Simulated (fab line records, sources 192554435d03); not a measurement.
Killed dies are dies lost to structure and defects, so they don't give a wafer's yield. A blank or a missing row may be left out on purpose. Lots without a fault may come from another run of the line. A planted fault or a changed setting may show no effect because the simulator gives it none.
A struck lot beside a sound one | flow n5_finfet | 32 steps out of a route of 1938
Sound: wafers L115.4, L115.5, L115.6. Struck: wafer L112.2. (L112.4, L112.5 of the same lot were not struck and are left out.) The cause comes at the end.
At each step with rows: each side's tool, then ch and its chambers, then its first start. Under that, the readings that differ: sound wafers | struck wafers | difference of the means | sigmas: that difference in standard deviations of wafers without a fault.
alike: readings whose means differ by less than 2 such deviations, and words and numbers that are the same on both sides. not compared: withheld readings, readings that some wafer has no value for, bounds like >300 that may hide the same value, and numbers for which the record gives no deviation and whose values overlap.
The two part at a step that has a row with sigmas, a row that says differs or no value, or rows on one side only. Numbers that don't overlap but have no deviation are shown without sigmas and don't part them. A reading that every wafer of one side lacks parts them only if that side has two wafers or more.

first, 11 steps without rows for these wafers: N5_BEOL_M15_PRECLEAN_39 (cleans in residue remover, time 60 s); N5_BEOL_M15_SRD_40 (time 30 s, dry time 30 s); N5_BEOL_M15_DEGAS_41 (time 60 s); N5_BEOL_M15_PRE_CLEAN_42 (time 30 s); N5_BEOL_M15_SPUTTER_43 (material TaN, target thk 15 nm, time 24.19 s); N5_BEOL_M15_SPUTTER_44 (material Ta, target thk 15 nm, time 24.19 s); N5_BEOL_M15_SPUTTER_45 (material Cu, target thk 100 nm, time 16.67 s); N5_BEOL_M15_ECD_47 (material Cu, target thk 1860 nm); N5_BEOL_M15_ANNEAL_48 (time 90 s); N5_BEOL_M15_CMP_49 (polishes, stops on SiO2, t overpolish 4.9 s, target thk 850 nm); N5_BEOL_M15_PRE_CLEAN_52 (time 15 s).
N5_BEOL_M15_DEP_53: deposits SiCN from 3MS/NH3, target thk 50 nm, time 17.8 s.
  sound on pecvd-03 ch 0,1,2, day 17 10:34; struck on pecvd-01 ch 2, day 16 14:09
  alike: showerhead_plenum_p_Torr, throttle_valve_pct
N5_BEOL_M15_INSPECT_55: inspects for defects (darkfield).
  sound on defect_inspect-02, day 17 10:38; struck on defect_inspect-02, day 16 14:14
  reading          | sound    | struck | difference | sigmas
  raw_defect_count | 67 63 72 | 961    | +894       | +34
then, 16 steps without rows for these wafers: N5_PASSIVATION_PECVD_00 (deposits SiO2 from SiH4/N2O, target thk 200 nm, time 11.2 s); N5_MIM_BOT_DEGAS_01 (time 60 s); N5_MIM_BOT_SPUTTER_00 (material TiN, target thk 35 nm, time 89.7 s); N5_MIM_TOP_ALD_00 (deposits Al2O3, purge time 3 s, co reactant pulse time 3 s); N5_MIM_TOP_ALD_01 (deposits HfO2, target thk 5.6 nm, pulse time 1 s, purge time 3 s); N5_MIM_TOP_ALD_02 (deposits Al2O3, purge time 3 s, co reactant pulse time 3 s); N5_MIM_TOP_DEGAS_04 (time 60 s); N5_MIM_TOP_SPUTTER_03 (material TiN, target thk 35 nm, time 89.7 s); N5_MIM_TOP_LITHO_HMDS_01 (time 60 s); N5_MIM_TOP_LITHO_COAT_02; N5_MIM_TOP_LITHO_EBR_04; N5_MIM_TOP_LITHO_SOFTBAKE_03 (time 90 s); N5_MIM_TOP_LITHO_EXPOSE_05 (exposes mask MIM TOP, target cd 2000 nm); N5_MIM_TOP_LITHO_PEB_06; N5_MIM_TOP_LITHO_DEVELOP_07 (develop time 60 s); N5_MIM_TOP_LITHO_HARDBAKE_09 (time 120 s).
N5_MIM_TOP_LITHO_INSPECT_12: inspects for defects (macro).
  sound on defect_inspect-01, day 17 13:32; struck on defect_inspect-01, day 16 18:10
  reading          | sound | struck | difference | sigmas
  raw_defect_count | 0 2 3 | >300   | differs    |
then, 1 step without rows for these wafers: N5_MIM_TOP_LITHO_DESCUM_10 (chemistry O2, time 7.9 s).
N5_PASSIVATION_PROBE_49:
  sound on prober-02, day 18 02:44; struck on prober-02, day 17 04:16
  reading                  | sound          | struck | difference | sigmas
  defect_limited_yield (%) | 90.3 91.3 91.0 | 85.1   | -5.8       | -4
  killed_at_M4_up          | 11 9 14        | 81     | +70        | +14
  killed_dies              | 114 103 106    | 176    | +68        | +4
  killed_on_rim            | 18 20 15       | 29     | +11        | +3
  sort_bin_5_function (%)  | 5.8 5.4 5.3    | 9.2    | +3.7       | +4
  sort_n_pass              | 1066 1077 1074 | 1004   | -68        | -4
  sort_yield_pct (%)       | 90.3 91.3 91.0 | 85.1   | -5.8       | -4
  alike: killed_at_M0_to_M3, killed_at_contacts, killed_at_front_end, killed_at_other, killed_open, killed_short, sort_bin_6_memory

WHERE THEY PART
First at N5_BEOL_M15_INSPECT_55; last, within this record, at N5_PASSIVATION_PROBE_49.

WHY: what the simulator had put in
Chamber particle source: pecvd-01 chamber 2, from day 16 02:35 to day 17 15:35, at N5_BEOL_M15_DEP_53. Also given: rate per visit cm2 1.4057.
